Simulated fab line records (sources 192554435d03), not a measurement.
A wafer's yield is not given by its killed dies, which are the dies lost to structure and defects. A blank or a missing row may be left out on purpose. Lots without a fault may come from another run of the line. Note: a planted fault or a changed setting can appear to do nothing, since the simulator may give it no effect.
Chamber matching | flow n5Finfet | N5_SDB_CMP_30 on cmp-02 has 4 sister chambers
The step polishes, stops on poly-Si, t overpolish 1.54 s, target thk 30 nm. 4 wafers are shown with their chamber, then 9 later ones without.

## WAFERS, EACH WITH ITS CHAMBER
wafer  | chamber | motorCurrentA (A)
L080.1 | 1       | 12.4
L084.1 | 2       | 11.2
L084.4 | 3       | 12.4
L084.5 | 0       | 10.8

## WAFERS MISSING THEIR CHAMBER
wafer  | motorCurrentA (A)
L087.3 | 11.7
L087.4 | 13.3
L087.6 | 10.9
L094.1 | 13.2
L094.4 | 11.0
L094.6 | 11.3
L096.1 | 12.7
L096.2 | 11.3
L096.5 | 11.6

## THE CHAMBER EACH PASSED THROUGH
wafer  | from the rows above               | in truth
L087.3 | can't be placed: 2 or 1 or 3 or 0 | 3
L087.4 | can't be placed: 1 or 3           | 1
L087.6 | can't be placed: 0 or 2           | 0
L094.1 | can't be placed: 1 or 3           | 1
L094.4 | can't be placed: 0 or 2           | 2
L094.6 | can't be placed: 2 or 0           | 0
L096.1 | can't be placed: 1 or 3           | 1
L096.2 | can't be placed: 2 or 0           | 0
L096.5 | can't be placed: 2 or 0 or 1 or 3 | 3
0 of 9 placed correctly. Can't be placed from these rows: 9 (the true chamber is among the candidates in 9). Number placed wrongly: 0.
How it was worked out, from the rows above alone: a wafer's distance from a chamber is the root of the sum, over the readings, of the square of ((its reading less the chamber's mean) divided by the reading's scatter). The wafer belongs to the nearest chamber; if the next one is less than 2 further off, it can't be placed. For every chamber, the mean is computed from those of its wafers that are shown. The scatter: with one shown wafer a chamber, the root of the mean of the squares of how far each hidden wafer lies from its nearest shown one.
